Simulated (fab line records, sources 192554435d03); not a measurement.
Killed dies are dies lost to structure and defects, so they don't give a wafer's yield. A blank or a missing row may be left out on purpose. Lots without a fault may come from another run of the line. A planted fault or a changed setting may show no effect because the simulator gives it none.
Chamber matching | flow n5_finfet | N5_ILD0_CMP_12 on cmp-02: 4 sister chambers
The step polishes SiNx, stops on poly-Si, t overpolish 6 s, target thk 17.67 nm. 8 wafers are shown with their chamber, then 11 later ones without.

WAFERS WITH THEIR CHAMBER
wafer  | chamber | motor_current_A (A) | time_to_endpoint_s (s)
L081.5 | 0       | 8.2                 | 25.6
L081.6 | 1       | 7.7                 | 25.1
L087.1 | 0       | 8.1                 | 26.0
L087.3 | 1       | 8.0                 | 24.0
L087.4 | 2       | 9.2                 | 28.1
L088.4 | 2       | 10.3                | 27.5
L088.5 | 3       | 7.8                 | 30.2
L090.1 | 3       | 8.0                 | 28.9

WAFERS WITHOUT THEIR CHAMBER
wafer  | motor_current_A (A) | time_to_endpoint_s (s)
L090.3 | 7.8                 | 23.5
L090.6 | 7.7                 | 29.6
L094.3 | 8.0                 | 32.0
L094.5 | 7.9                 | 26.3
L094.6 | 8.4                 | 26.1
L095.3 | 8.7                 | 26.6
L095.5 | 7.8                 | 23.2
L095.6 | 8.3                 | 25.8
L097.3 | 7.7                 | 31.2
L097.4 | 7.9                 | 28.7
L097.5 | 8.2                 | 25.8

WHICH CHAMBER EACH WENT THROUGH
wafer  | from the rows above          | in truth
L090.3 | 1                            | 1
L090.6 | 3                            | 3
L094.3 | 3                            | 3
L094.5 | can't be placed: 0 or 1      | 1
L094.6 | can't be placed: 0 or 1      | 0
L095.3 | can't be placed: 0 or 2 or 1 | 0
L095.5 | can't be placed: 1 or 0      | 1
L095.6 | can't be placed: 0 or 1      | 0
L097.3 | 3                            | 3
L097.4 | 3                            | 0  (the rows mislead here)
L097.5 | can't be placed: 0 or 1      | 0
Placed correctly: 4 of 11. Can't be placed from these rows: 6 (the true chamber is among the candidates in 6). Placed wrongly: 1.
How it was worked out, from the rows above alone: a wafer's distance from a chamber is the root of the sum, over the readings, of the square of ((its reading less the chamber's mean) divided by the reading's scatter). The wafer belongs to the nearest chamber; if the next one is less than 2 further off, it can't be placed. A chamber's mean is the mean of its shown wafers. The scatter: the root of (the sum of the squares of (reading less its chamber's mean) over the shown wafers, divided by (wafers less chambers)).
